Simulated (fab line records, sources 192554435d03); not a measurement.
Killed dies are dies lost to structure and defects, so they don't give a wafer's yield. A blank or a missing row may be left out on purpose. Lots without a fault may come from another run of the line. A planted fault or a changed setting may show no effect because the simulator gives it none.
Which tool did it? | flow n5_finfet | 8 lots, 24 wafers sampled, at 7 steps of a route of 1938

WHAT THE GAUGES READ, wafer by wafer
N5_BEOL_M0_INSPECT_127: inspects for defects (darkfield).
lot  | measured     | on                | raw_defect_count
L456 | day 6 13:18  | defect_inspect-01 | 78 96 85
L459 | day 6 21:53  | defect_inspect-02 | 79 83 61
L463 | day 8 03:43  | defect_inspect-02 | 73 66 132
L465 | day 8 19:33  | defect_inspect-02 | 43 38 57
L468 | day 9 14:16  | defect_inspect-01 | 38 58 45
L470 | day 10 00:08 | defect_inspect-01 | 61 64 56
L471 | day 10 00:57 | defect_inspect-01 | 75 87 48
L477 | day 11 16:44 | defect_inspect-02 | 81 105 131

N5_BEOL_M1_INSPECT_13: inspects for defects (brightfield).
lot  | measured     | on                | raw_defect_count
L456 | day 6 15:43  | defect_inspect-02 | 364 449 388
L459 | day 6 22:46  | defect_inspect-01 | 310 321 266
L463 | day 8 04:50  | defect_inspect-01 | 435 531 473
L465 | day 8 20:59  | defect_inspect-01 | 371 375 503
L468 | day 9 15:39  | defect_inspect-02 | 365 523 314
L470 | day 10 02:15 | defect_inspect-02 | 744 795 782
L471 | day 10 02:47 | defect_inspect-01 | 798 744 765
L477 | day 11 17:30 | defect_inspect-02 | 386 489 511

N5_BEOL_M1_INSPECT_30: inspects for defects (brightfield).
lot  | measured     | on                | raw_defect_count
L456 | day 6 16:41  | defect_inspect-02 | 363 426 372
L459 | day 7 00:08  | defect_inspect-02 | 331 365 278
L463 | day 8 05:43  | defect_inspect-02 | 489 594 523
L465 | day 8 22:07  | defect_inspect-01 | 382 400 494
L468 | day 9 16:34  | defect_inspect-01 | 308 495 293
L470 | day 10 03:07 | defect_inspect-01 | 727 799 754
L471 | day 10 03:40 | defect_inspect-01 | 786 760 761
L477 | day 11 18:28 | defect_inspect-02 | 395 491 498

N5_BEOL_M4_RC_MEAS_101.
lot  | measured     | on        | DIBL_N (mV/V)  | DIBL_P (mV/V)  | IOFF_N (nA/um)    | IOFF_P (nA/um) | ION_N (uA/um) | ION_P (uA/um) | SS_N (mV/dec)  | SS_P (mV/dec)  | VT_N (mV)   | VT_P (mV)
L456 | day 8 09:25  | prober-02 | 35.3 37.4 35.5 | 36.1 37.9 35.7 | 0.139 0.165 0.137 | 0.18 0.20 0.18 | 670 675 673   | 453 460 456   | 71.1 71.7 71.6 | 73.2 73.4 72.4 | 252 250 253 | -255 -250 -252
L459 | day 9 06:08  | prober-01 | 37.5 37.4 36.8 | 36.1 36.3 35.5 | 0.193 0.183 0.180 | 0.24 0.25 0.24 | 691 685 697   | 468 471 476   | 71.4 70.9 70.6 | 73.7 73.9 72.9 | 245 246 245 | -246 -243 -243
L463 | day 9 19:12  | prober-02 | 33.3 36.3 35.0 | 32.7 35.2 33.4 | 0.107 0.143 0.119 | 0.16 0.18 0.17 | 663 666 652   | 457 453 448   | 71.0 71.6 71.0 | 72.5 73.1 73.6 | 257 254 255 | -256 -251 -253
L465 | day 11 00:27 | prober-01 | 36.1 35.8 35.7 | 38.3 37.3 36.3 | 0.179 0.177 0.165 | 0.27 0.27 0.23 | 676 675 670   | 469 474 467   | 71.6 71.6 71.9 | 74.0 74.0 72.8 | 250 247 248 | -243 -244 -248
L468 | day 11 11:49 | prober-01 | 34.2 34.2 35.0 | 35.2 34.9 35.9 | 0.139 0.136 0.168 | 0.20 0.21 0.23 | 672 676 678   | 467 472 466   | 71.2 71.8 71.3 | 72.5 72.8 73.4 | 252 253 247 | -251 -248 -249
L470 | day 12 04:37 | prober-01 | 35.8 36.1 36.9 | 36.5 37.6 37.6 | 0.149 0.159 0.176 | 0.22 0.25 0.23 | 669 666 691   | 465 470 473   | 71.6 71.6 72.4 | 73.4 73.5 73.8 | 252 251 251 | -251 -246 -249
L471 | day 12 05:17 | prober-02 | 35.6 37.7 36.3 | 34.1 36.3 34.5 | 0.139 0.164 0.134 | 0.19 0.22 0.19 | 669 667 669   | 461 461 459   | 71.6 71.1 71.4 | 73.0 73.8 73.2 | 252 252 251 | -252 -251 -249
L477 | day 13 14:36 | prober-01 | 33.2 34.2 37.3 | 32.0 32.8 37.4 | 0.110 0.118 0.188 | 0.15 0.15 0.24 | 664 667 685   | 457 458 467   | 70.9 71.0 71.0 | 71.6 72.4 73.3 | 256 253 246 | -254 -256 -250

WHICH TOOL RAN EACH LOT (tool, then ch and the chambers of the sampled wafers, then the start)
lot  | N5_BEOL_M1_HM_DEP_02         | N5_BEOL_M1_DESCUM_16               | N5_BEOL_M1_ETCH_74
L456 | pvd_sputter-03, day 6 15:07  | rie_diel-02 ch 0,1, day 6 15:50    | rie_diel-02 ch 0,1, day 6 15:53
L459 | pvd_sputter-03, day 6 22:10  | rie_diel-02 ch 0,3, day 6 23:10    | rie_diel-02 ch 0,3, day 6 23:13
L463 | pvd_sputter-01, day 8 04:14  | rie_diel-03 ch 0,2, day 8 04:53    | rie_diel-03 ch 0,2, day 8 04:55
L465 | pvd_sputter-03, day 8 20:23  | rie_diel-03 ch 0,1, day 8 21:01    | rie_diel-03 ch 0,1, day 8 21:04
L468 | pvd_sputter-01, day 9 15:11  | rie_diel-04 ch 1,2,3, day 9 15:41  | rie_diel-04 ch 1,2,3, day 9 15:44
L470 | pvd_sputter-03, day 10 01:46 | rie_diel-03 ch 0,1,3, day 10 02:17 | rie_diel-03 ch 0,1,3, day 10 02:19
L471 | pvd_sputter-03, day 10 02:19 | rie_diel-02 ch 0,2,3, day 10 02:50 | rie_diel-02 ch 0,2,3, day 10 02:52
L477 | pvd_sputter-02, day 11 17:01 | rie_diel-03 ch 1,2,3, day 11 17:32 | rie_diel-03 ch 1,2,3, day 11 17:34
- N5_BEOL_M1_HM_DEP_02: deposits TiN, target thk 20 nm.
- N5_BEOL_M1_DESCUM_16: chemistry O2, time 7 s.
- N5_BEOL_M1_ETCH_74: etches underlayer in N2/H2, target depth 6.5 nm, time 5.2 s.

WHAT THE TOOLS THEMSELVES READ (means of the sampled wafers that have a number; where no wafer has one, the mark that the record gives instead)
N5_BEOL_M1_HM_DEP_02.
lot  | tool           | chamber_pressure_pa (Pa) | throttle_valve_pct (%)
L456 | pvd_sputter-03 | 0.4994                   | 28.5
L459 | pvd_sputter-03 | 0.5000                   | 29.3
L463 | pvd_sputter-01 | 0.5007                   | 30.3
L465 | pvd_sputter-03 | 0.4997                   | 29.4
L468 | pvd_sputter-01 | 0.5003                   | 29.6
L470 | pvd_sputter-03 | 0.4997                   | 28.6
L471 | pvd_sputter-03 | 0.5005                   | 29.2
L477 | pvd_sputter-02 | 0.4995                   | 31.1

N5_BEOL_M1_DESCUM_16.
lot  | tool        | drypump_motor_current_A (A) | oes_product_au (a.u.) | rf_vpp_V (V) | showerhead_plenum_p_Torr (Torr) | throttle_valve_pct (%)
L456 | rie_diel-02 | 5.4                         | 0.80                  | 243.5        | 2.14                            | 20.30
L459 | rie_diel-02 | 6.1                         | 0.72                  | 244.6        | 2.18                            | 20.60
L463 | rie_diel-03 | 5.7                         | 0.70                  | 242.1        | 2.00                            | 20.36
L465 | rie_diel-03 | 6.3                         | 0.71                  | 242.5        | 2.06                            | 20.63
L468 | rie_diel-04 | 5.8                         | 0.72                  | 243.0        | 2.15                            | 20.45
L470 | rie_diel-03 | 5.9                         | 0.71                  | 241.2        | 2.02                            | 20.61
L471 | rie_diel-02 | 5.9                         | 0.83                  | 243.5        | 2.14                            | 20.35
L477 | rie_diel-03 | 5.7                         | 0.70                  | 243.3        | 2.05                            | 20.57

N5_BEOL_M1_ETCH_74.
lot  | tool        | drypump_motor_current_A (A) | etch_rf_on_time_s (s) | n2_flow_sccm (sccm) | oes_product_au (a.u.) | rf_vpp_V (V) | showerhead_plenum_p_Torr (Torr) | throttle_valve_pct (%)
L456 | rie_diel-02 | 5.5                         | 5.20                  | 200.0               | 0.69                  | 525.8        | 2.60                            | 17.70
L459 | rie_diel-02 | 6.1                         | 5.18                  | 199.7               | 0.62                  | 525.9        | 2.63                            | 17.88
L463 | rie_diel-03 | 5.7                         | 5.24                  | 200.6               | 0.59                  | 521.4        | 2.44                            | 17.93
L465 | rie_diel-03 | 6.3                         | 5.16                  | 200.3               | 0.60                  | 522.3        | 2.48                            | 17.90
L468 | rie_diel-04 | 5.8                         | 5.08                  | 200.0               | 0.62                  | 525.6        | 2.60                            | 17.82
L470 | rie_diel-03 | 5.9                         | 5.12                  | 200.3               | 0.61                  | 523.0        | 2.44                            | 17.93
L471 | rie_diel-02 | 6.0                         | 5.17                  | 200.0               | 0.70                  | 525.3        | 2.60                            | 17.70
L477 | rie_diel-03 | 5.7                         | 5.23                  | 199.6               | 0.60                  | 523.1        | 2.48                            | 17.91

THE ANSWER, worked out from the rows above alone
Rule: what is usual is taken from the lots themselves. Put in order of their means at a reading, lots are off if they are a third of the lots or fewer, leave a main group of 4 or more, and stand apart from it by a gap of 3 or more times the standard deviation of the main group's means; of several such gaps the widest counts. A main group whose means are all the same, to the digits that the tables above print for the reading, isn't used. A lot without any number at a reading at which 4 lots or more have one is off too. The other lots that the step has rows for count as sound. The gauges are gone through in route order, then the tools' own readings, and for those a lot's mean is taken as printed above. The first step at which some lot is off is used, and at that step the reading that is off furthest; a lot without a number counts as furthest.
Off: L470, L471, at N5_BEOL_M1_INSPECT_13 (raw_defect_count). The main group: mean 410, standard deviation 58.
A tool fits if, at a process step before that reading, it ran every lot that is off, and no sound lot after the first of them. The gauges at N5_BEOL_M1_INSPECT_13 are tried like those tools. One fits: pvd_sputter-03 at N5_BEOL_M1_HM_DEP_02. Its last sound lot is L465 (day 8 20:23), its first lot that is off L470 (day 10 01:46): a fault that began between those two fits.

WHAT THE SIMULATOR HAD PUT IN
Chamber particle source: pvd_sputter-03, from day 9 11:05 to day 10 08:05, at N5_BEOL_M1_HM_DEP_02. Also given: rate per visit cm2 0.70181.
Lots struck among those shown: L470, L471. The rule above found the same.
